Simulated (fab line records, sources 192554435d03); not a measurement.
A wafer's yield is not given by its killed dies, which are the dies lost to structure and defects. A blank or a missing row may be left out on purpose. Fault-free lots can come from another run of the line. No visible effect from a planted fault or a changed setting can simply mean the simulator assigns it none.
A single fault, viewed from 2 desks | flow n5-finfet | what lay behind the numbers comes last; until then each desk has only its own

## DESK OF THE TOOL OWNER: pvd-sputter-01
The tool's own readings at N5_BEOL_M11_HM_DEP_02 (deposits TiN, target thk 20 nm): means of the sampled wafers that have a number, for each lot that ran on this tool. Any lot whose mean is over 4 standard deviations away from the usual mean is out of limits and marked OUT; that distance is given in the brackets.
Columns: A = throttle-valve-pct at N5_BEOL_M11_HM_DEP_02, usual 30.0 %
lot  | first seen here | A
L903 | day 10 20:20    | 30.2
L901 | day 10 23:13    | 30.0
L911 | day 13 03:35    | 30.1
L912 | day 13 03:55    | 30.2
L915 | day 13 22:47    | 30.7
L921 | day 16 05:05    | 29.8
L923 | day 16 05:11    | 30.1
Result from this desk: across the 7 lots, nothing is out of limits.

## AT THE METROLOGY DESK
Means of the sampled wafers that have a number, per lot and without regard to the tool the lot ran on: this is what the gauges read. Any lot whose mean is over 4 standard deviations away from the usual mean is out of limits and marked OUT; that distance is given in the brackets. It has 12 readings; the 7 that lie furthest out on some lot are the ones shown.
Columns: A = DIBL_N at N5_BEOL_M4_RC_MEAS_101, usual 36.4 mV/V; B = DIBL_P at N5_BEOL_M4_RC_MEAS_101, usual 36.6 mV/V; C = IOFF_N at N5_BEOL_M4_RC_MEAS_101, usual 0.155 nA/um; D = IOFF_P at N5_BEOL_M4_RC_MEAS_101, usual 0.211 nA/um; E = ION_N at N5_BEOL_M4_RC_MEAS_101, usual 671 uA/um; F = VT_N at N5_BEOL_M4_RC_MEAS_101, usual 250.1 mV; G = VT_P at N5_BEOL_M4_RC_MEAS_101, usual -250.1 mV
lot  | first seen here | A    | B    | C     | D     | E   | F     | G
L901 | day 8 08:29     | 36.1 | 35.9 | 0.153 | 0.207 | 672 | 250.1 | -250.5
L903 | day 8 18:28     | 36.8 | 38.2 | 0.155 | 0.203 | 669 | 253.1 | -251.4
L912 | day 10 20:49    | 36.7 | 35.3 | 0.169 | 0.242 | 678 | 245.9 | -244.2
L911 | day 10 21:17    | 38.3 | 37.9 | 0.170 | 0.211 | 671 | 249.9 | -251.8
L915 | day 11 13:08    | 36.9 | 36.4 | 0.155 | 0.211 | 672 | 249.4 | -250.8
L921 | day 13 15:49    | 39.1 | 40.7 | 0.204 | 0.262 | 687 | 247.7 | -247.6
L923 | day 13 20:34    | 37.5 | 37.6 | 0.163 | 0.175 | 680 | 248.1 | -256.7
Result from this desk: across the 7 lots, nothing is out of limits.

## BROUGHT TOGETHER
The tool owner's desk saw nothing out of limits.
The metrology desk saw nothing out of limits.

## WHAT THE SIMULATOR PUT IN
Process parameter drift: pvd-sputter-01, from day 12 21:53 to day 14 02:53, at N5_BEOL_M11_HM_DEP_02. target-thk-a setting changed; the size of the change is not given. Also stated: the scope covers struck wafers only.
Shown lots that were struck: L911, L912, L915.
